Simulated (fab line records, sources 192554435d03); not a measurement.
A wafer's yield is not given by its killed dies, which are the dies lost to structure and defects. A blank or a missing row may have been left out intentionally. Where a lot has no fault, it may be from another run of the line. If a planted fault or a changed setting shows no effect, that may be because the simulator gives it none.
Split-lot study -- flow n5Finfet -- route with 1938 steps; 7 lots, 21 wafers read

## ABOUT THE SPLIT
At N5_BEOL_M7_EXPOSE_25 (exposes mask V6, target cd 40 nm), the setting doseMj was moved away from the recipe's 42.5 on 8 of the 21 wafers read, by -5.6% to +7.4%. The other wafers ran this setting at the recipe's value.

## FROM THE SPLIT TO THE READING: what the file shows between them, 2 steps
- N5_BEOL_M7_PEB_26: peb time 60 s
- N5_BEOL_M7_DEVELOP_27: develop time 30 s

## THE READING
At N5_BEOL_M7_CD_MEAS_28: cdNm in nanometres, against a target cd of 40 nm. Typical for fault-free wafers on this fab line: 40.02 nm, with standard deviation 0.23 nm.

wafer,"tool, chamber at the split",doseMj as run,against the recipe,"cdNm, nm",against lot-mates on the recipe
L079.3,"euvScanner-02, 0",42.5,recipe,39.78,-
L079.5,"euvScanner-02, 0",44.26,+4.1%,40.97,+1.00
L079.6,"euvScanner-02, 0",42.5,recipe,40.15,-
L086.2,"euvScanner-02, 0",42.5,recipe,40.48,-
L086.3,"euvScanner-02, 0",42.5,recipe,39.95,-
L086.6,"euvScanner-02, 0",42.5,recipe,39.96,-
L088.2,"euvScanner-01, 0",42.5,recipe,40.12,-
L088.4,"euvScanner-01, 0",42.5,recipe,39.77,-
L088.6,"euvScanner-01, 0",42.5,recipe,39.52,-
L091.1,"euvScanner-02, 0",44.82,+5.5%,41.32,+1.45
L091.4,"euvScanner-02, 0",44.82,+5.5%,41.05,+1.18
L091.6,"euvScanner-02, 0",42.5,recipe,39.87,-
L092.1,"euvScanner-02, 0",42.5,recipe,40.05,-
L092.3,"euvScanner-02, 0",45.63,+7.4%,41.82,+1.66
L092.6,"euvScanner-02, 0",42.5,recipe,40.28,-
L095.2,"euvScanner-02, 0",44.35,+4.4%,40.90,no lot-mate on the recipe
L095.4,"euvScanner-02, 0",44.35,+4.4%,40.82,no lot-mate on the recipe
L095.5,"euvScanner-02, 0",44.35,+4.4%,40.89,no lot-mate on the recipe
L097.3,"euvScanner-02, 0",40.1,-5.6%,38.45,-1.74
L097.4,"euvScanner-02, 0",42.5,recipe,40.33,-
L097.5,"euvScanner-02, 0",42.5,recipe,40.06,-

THE FIT
A straight line over all 21 wafers: cdNm changes by +0.232 nm for each +1% of doseMj; r = +0.95; the points scatter about the line by 0.23 nm.
The same after taking each lot's own level away (the mean of its wafers on the recipe; 18 wafers): +0.253 nm for each +1%; r = +0.97; scatter 0.2 nm.
Per that fit: largest doseMj move, reading shift of 1.9 nm.
Across the lots, their own levels run from 39.803 to 40.195 nm, a range of 1.7 times the standard deviation given above.
The two slopes agree, so the slope changes little with the lot-to-lot level.
Check: with one of the wafers moved furthest among these (+7.4%) left out of the fit, the line predicts +1.91 nm for it against its lot-mates. Against them it came out at +1.66 nm.

## OTHER SPLITS ON THESE WAFERS
Other splits were also applied to these wafers ahead of the reading. Each is held against what the fit with the lots' levels taken away leaves over:
other split on the same wafers,wafers away from the commonest value,r with cdNm (lot level and that fit taken away)
N5_BEOL_M6_EXPOSE_25 doseMj,10,+0.15
N5_BEOL_M7_COAT_05 spinRpm,6,-0.14
N5_BEOL_M7_ETCH_61 sourceW,5,-0.01

## THE WHOLE CHAIN: every reading that the file lists as answering this split, in the file's order
step,what it does,reading,change (the file's fit),r (the file's)
N5_BEOL_M7_CD_MEAS_28,target cd 40 nm,cdNm,+0.251 nm for each +1% of the setting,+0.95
N5_BEOL_M7_DESCUM_33,"chemistry O2, time 7 s","BEOL_M7.cdNm (the simulator's own value, which no gauge read)",+0.211 nm for each +1% of the setting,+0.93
N5_BEOL_M7_ETCH_72,"etches underlayer in N2/H2, target depth 6.5 nm, time 5.2 s","BEOL_M7.cdNm (the simulator's own value, which no gauge read)",+0.205 nm for each +1% of the setting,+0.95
N5_BEOL_M7_ETCH_65,"etches SiARC in CF4, target depth 15.6 nm, time 26 s","BEOL_M7.cdNm (the simulator's own value, which no gauge read)",+0.192 nm for each +1% of the setting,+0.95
N5_BEOL_M7_VIA_ETCH_34,"etches SiCOH lowk in C4F6/O2, target depth 125.5 nm, time 50.5 s","BEOL_M7.cdNm (the simulator's own value, which no gauge read)",+0.18 nm for each +1% of the setting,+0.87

## THE FILE'S OWN FIT
cdNm changes by +0.251 nm for each +1% of doseMj, r = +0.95.
